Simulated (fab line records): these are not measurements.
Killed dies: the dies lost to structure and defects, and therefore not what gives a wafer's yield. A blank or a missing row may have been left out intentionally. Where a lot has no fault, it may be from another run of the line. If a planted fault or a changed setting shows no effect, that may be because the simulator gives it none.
Split-lot study :: flow n5-finfet :: route with 1938 steps; 7 lots, 21 wafers read

## SPLIT DETAILS
At N5_BEOL_M15_EXPOSE_25 (exposes mask M15, target cd 400 nm), the setting dose-mj was moved away from the recipe's 35.5 on 7 of the 21 wafers read, by -3.7% to +7.4%. The other wafers ran this setting at the recipe's value.

## FROM THE SPLIT TO THE READING: what the file shows between them, 3 steps
- N5_BEOL_M15_PEB_26: peb time 90 s
- N5_BEOL_M15_DEVELOP_27: develop time 45 s
- N5_BEOL_M15_HARDBAKE_32: time 120 s

## THE READING
cd-nm at N5_BEOL_M15_CD_MEAS_28, given in nm (cd target 407.6 nm). On this fab line, fault-free wafers typically give 407.5 nm with a standard deviation of 1.7 nm.

wafer: L078.1
tool, chamber at the split: krf-scanner-01, 0
dose-mj as run: 35.5
against the recipe: recipe
cd-nm, nm: 403.0
against lot-mates on the recipe: -

wafer: L078.2
tool, chamber at the split: krf-scanner-01, 0
dose-mj as run: 37.84
against the recipe: +6.6%
cd-nm, nm: 413.5
against lot-mates on the recipe: +10.5

wafer: L078.6
tool, chamber at the split: krf-scanner-01, 0
dose-mj as run: 37.84
against the recipe: +6.6%
cd-nm, nm: 415.3
against lot-mates on the recipe: +12.3

wafer: L079.3
tool, chamber at the split: krf-scanner-01, 0
dose-mj as run: 35.5
against the recipe: recipe
cd-nm, nm: 408.5
against lot-mates on the recipe: -

wafer: L079.4
tool, chamber at the split: krf-scanner-01, 0
dose-mj as run: 35.5
against the recipe: recipe
cd-nm, nm: 406.1
against lot-mates on the recipe: -

wafer: L079.5
tool, chamber at the split: krf-scanner-01, 0
dose-mj as run: 35.5
against the recipe: recipe
cd-nm, nm: 406.7
against lot-mates on the recipe: -

wafer: L088.4
tool, chamber at the split: krf-scanner-02, 0
dose-mj as run: 38.14
against the recipe: +7.4%
cd-nm, nm: 415.9
against lot-mates on the recipe: no lot-mate on the recipe

wafer: L088.5
tool, chamber at the split: krf-scanner-02, 0
dose-mj as run: 38.14
against the recipe: +7.4%
cd-nm, nm: 417.2
against lot-mates on the recipe: no lot-mate on the recipe

wafer: L088.6
tool, chamber at the split: krf-scanner-02, 0
dose-mj as run: 38.14
against the recipe: +7.4%
cd-nm, nm: 417.4
against lot-mates on the recipe: no lot-mate on the recipe

wafer: L087.3
tool, chamber at the split: krf-scanner-02, 0
dose-mj as run: 35.5
against the recipe: recipe
cd-nm, nm: 407.5
against lot-mates on the recipe: -

wafer: L087.4
tool, chamber at the split: krf-scanner-02, 0
dose-mj as run: 35.5
against the recipe: recipe
cd-nm, nm: 408.3
against lot-mates on the recipe: -

wafer: L087.6
tool, chamber at the split: krf-scanner-02, 0
dose-mj as run: 35.5
against the recipe: recipe
cd-nm, nm: 406.1
against lot-mates on the recipe: -

wafer: L091.1
tool, chamber at the split: krf-scanner-01, 0
dose-mj as run: 35.5
against the recipe: recipe
cd-nm, nm: 406.8
against lot-mates on the recipe: -

wafer: L091.3
tool, chamber at the split: krf-scanner-01, 0
dose-mj as run: 35.5
against the recipe: recipe
cd-nm, nm: 404.9
against lot-mates on the recipe: -

wafer: L091.4
tool, chamber at the split: krf-scanner-01, 0
dose-mj as run: 34.17
against the recipe: -3.7%
cd-nm, nm: 399.8
against lot-mates on the recipe: -6.1

wafer: L093.1
tool, chamber at the split: krf-scanner-02, 0
dose-mj as run: 35.5
against the recipe: recipe
cd-nm, nm: 409.2
against lot-mates on the recipe: -

wafer: L093.3
tool, chamber at the split: krf-scanner-02, 0
dose-mj as run: 37.31
against the recipe: +5.1%
cd-nm, nm: 416.4
against lot-mates on the recipe: +7.5

wafer: L093.4
tool, chamber at the split: krf-scanner-02, 0
dose-mj as run: 35.5
against the recipe: recipe
cd-nm, nm: 408.6
against lot-mates on the recipe: -

wafer: L097.2
tool, chamber at the split: krf-scanner-01, 0
dose-mj as run: 35.5
against the recipe: recipe
cd-nm, nm: 409.8
against lot-mates on the recipe: -

wafer: L097.4
tool, chamber at the split: krf-scanner-01, 0
dose-mj as run: 35.5
against the recipe: recipe
cd-nm, nm: 409.7
against lot-mates on the recipe: -

wafer: L097.5
tool, chamber at the split: krf-scanner-01, 0
dose-mj as run: 35.5
against the recipe: recipe
cd-nm, nm: 409.0
against lot-mates on the recipe: -

FIT RESULTS
A straight line over all 21 wafers: cd-nm changes by +1.31 nm for each +1% of dose-mj; r = +0.92; the points scatter about the line by 1.9 nm.
The same after taking each lot's own level away (the mean of its wafers on the recipe; 18 wafers): +1.66 nm for each +1%; r = +0.98; scatter 0.83 nm.
That fit puts the effect of the largest move of dose-mj on the reading at 12 nm.
Across the lots, their own levels run from 403.00 to 409.50 nm, a range of 3.8 times the standard deviation given above.
Hence the slope depends on the lot-to-lot level, as the two fits are not the same.
Check: for one of the wafers moved furthest among these (+6.6%), held out of the fit, the line's prediction against its lot-mates is +11.2 nm. It came out at +10.5 nm against them.

## OTHER SPLITS ON THESE WAFERS
These wafers also went through other splits before the reading. Each is held against what the fit with the lots' levels taken away leaves over:
other split on the same wafers: N5_BEOL_M11_VIA_ETCH_34 time-s
wafers away from the commonest value: 7
r with cd-nm (lot level and that fit taken away): +0.12

other split on the same wafers: N5_BEOL_M12_SPUTTER_44 time-s
wafers away from the commonest value: 9
r with cd-nm (lot level and that fit taken away): -0.22

other split on the same wafers: N5_BEOL_M13_SPUTTER_43 time-s
wafers away from the commonest value: 5
r with cd-nm (lot level and that fit taken away): -0.11

other split on the same wafers: N5_BEOL_M15_COAT_56 spin-rpm
wafers away from the commonest value: 7
r with cd-nm (lot level and that fit taken away): -0.20

## THE WHOLE CHAIN: every reading that the file lists as answering this split, in the file's order
step: N5_BEOL_M15_CD_MEAS_28
what it does: target cd 407.6 nm
reading: cd-nm
change (the file's fit): +1.63 nm for each +1% of the setting
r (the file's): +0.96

step: N5_BEOL_M15_DESCUM_33
what it does: chemistry O2, time 7.9 s
reading: BEOL_M15.cd-nm (the simulator's own value, which no gauge read)
change (the file's fit): +1.62 nm for each +1% of the setting
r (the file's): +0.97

step: N5_BEOL_M15_ETCH_61
what it does: etches BARC in N2/H2, target depth 89 nm, overetch 26.7 nm, time 67.9 s
reading: BEOL_M15.cd-nm (the simulator's own value, which no gauge read)
change (the file's fit): +1.68 nm for each +1% of the setting
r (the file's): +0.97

## FILE'S OWN FIT
cd-nm changes by +1.63 nm for each +1% of dose-mj, r = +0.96.
